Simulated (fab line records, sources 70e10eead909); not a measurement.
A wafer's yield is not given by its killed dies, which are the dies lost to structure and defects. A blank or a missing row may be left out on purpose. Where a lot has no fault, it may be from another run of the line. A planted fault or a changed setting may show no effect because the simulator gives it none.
Struck lot and sound lot, side by side | flow nand harc | 13 steps out of a route of 1302
Sound: these wafers, L493.3, L493.4, L493.6. Wafers struck: L510.2, L510.3, L510.5. Last of all comes the cause.
Per side, at each step with rows, come the tool, then ch with its chambers, and then its first start. Under that, the readings that differ: sound wafers | struck wafers | difference of the means | sigmas: that difference in standard deviations of wafers without a fault.
alike: readings with means less than 2 such deviations apart, plus words and numbers identical on both sides. not compared: withheld readings, readings lacking a value on some wafer, bounds such as >300 that could conceal the same value, and numbers that have no deviation in the record and whose values overlap.
Wherever a step has rows on one side only, a row that says differs or no value, or a row with sigmas, the two part there. Non-overlapping numbers with no deviation appear without sigmas and do not part them. A reading missing from all wafers of one side parts the sides only when that side holds two or more wafers.

NHARC_P_CONTACT_CD_MEAS_19:
  sound on cd sem-01 at day 5 22:47; struck on cd sem-02 at day 12 23:22
  alike: cd nm
NHARC_P_CONTACT_STRIP_28: strips in O2.
  sound on rie diel-03 ch 0,3, day 5 22:52; struck on rie diel-06 ch 0,2,3, day 12 23:28
  reading                     | sound       | struck      | difference | sigmas
  drypump motor current A (A) | 4.7 4.9 4.7 | 6.6 5.8 5.6 | +1.2       | +2
  alike: chamber pressure mTorr, oes product au, rf vpp V, showerhead plenum p Torr, throttle valve pct
  not compared: rf hours counter h
then, 1 step without rows for these wafers: NHARC_P_CONTACT_STRIP_29 (strips in post etch residue remover, time 1200 s).
NHARC_P_CONTACT_DEGAS_38: time 60 s.
  sound on pvd sputter-03 at day 5 23:30; struck on pvd sputter-03 at day 13 00:07
  alike: heater power w
then, 1 step without rows for these wafers: NHARC_P_CONTACT_PRE_CLEAN_39 (time 19.5 s).
NHARC_P_CONTACT_PVD_32: deposits Ti, target thk 5 nm, time 17.7 s.
  sound on pvd sputter-03; struck on pvd sputter-03
  alike: throttle valve pct
NHARC_P_CONTACT_ALD_22: deposits TiN, target thk 3 nm, pulse time 1 s, ald cycles 150.
  sound on ald metal-03 ch 0,2, day 5 23:44; struck on ald metal-03 ch 0,2, day 13 00:22
  alike: heater power w, precursor pulse height rel
NHARC_P_CONTACT_CVD_23: deposits W, target thk 200 nm, time 557 s.
  sound: cvd w-01 ch 0,1; struck: cvd w-02 ch 0,1
  alike: heater power w, throttle valve pct
then, 2 steps without rows for these wafers: NHARC_P_CONTACT_CMP_24 (polishes, t overpolish 30 s, target thk 200 nm); NHARC_P_CONTACT_SRD_26.
NHARC_P_CONTACT_INSPECT_27:
  sound on defect inspect-02 at day 6 01:02; struck on defect inspect-02 at day 13 01:37
  alike: raw defect count
NHARC_P_M0_DEP_00: deposits SiOC, target thk 150 nm.
  sound on pecvd-03 ch 1,2, day 6 01:19; struck on pecvd-01 ch 0,2, day 13 01:44
  no value came back on the struck wafers for chamber pressure Torr (Torr), rf fwd power W (W), showerhead vpp V (V); on the sound wafers chamber pressure Torr (Torr) reads 5.003 4.996 5.017
then, 1 step without rows for these wafers: NHARC_P_M0_DEHYDRATE_01 (time 120 s).

## WHERE THEY PART
Last at NHARC_P_M0_DEP_00 as far as this record goes, first at NHARC_P_CONTACT_STRIP_28.

WHY: the cause the simulator had injected
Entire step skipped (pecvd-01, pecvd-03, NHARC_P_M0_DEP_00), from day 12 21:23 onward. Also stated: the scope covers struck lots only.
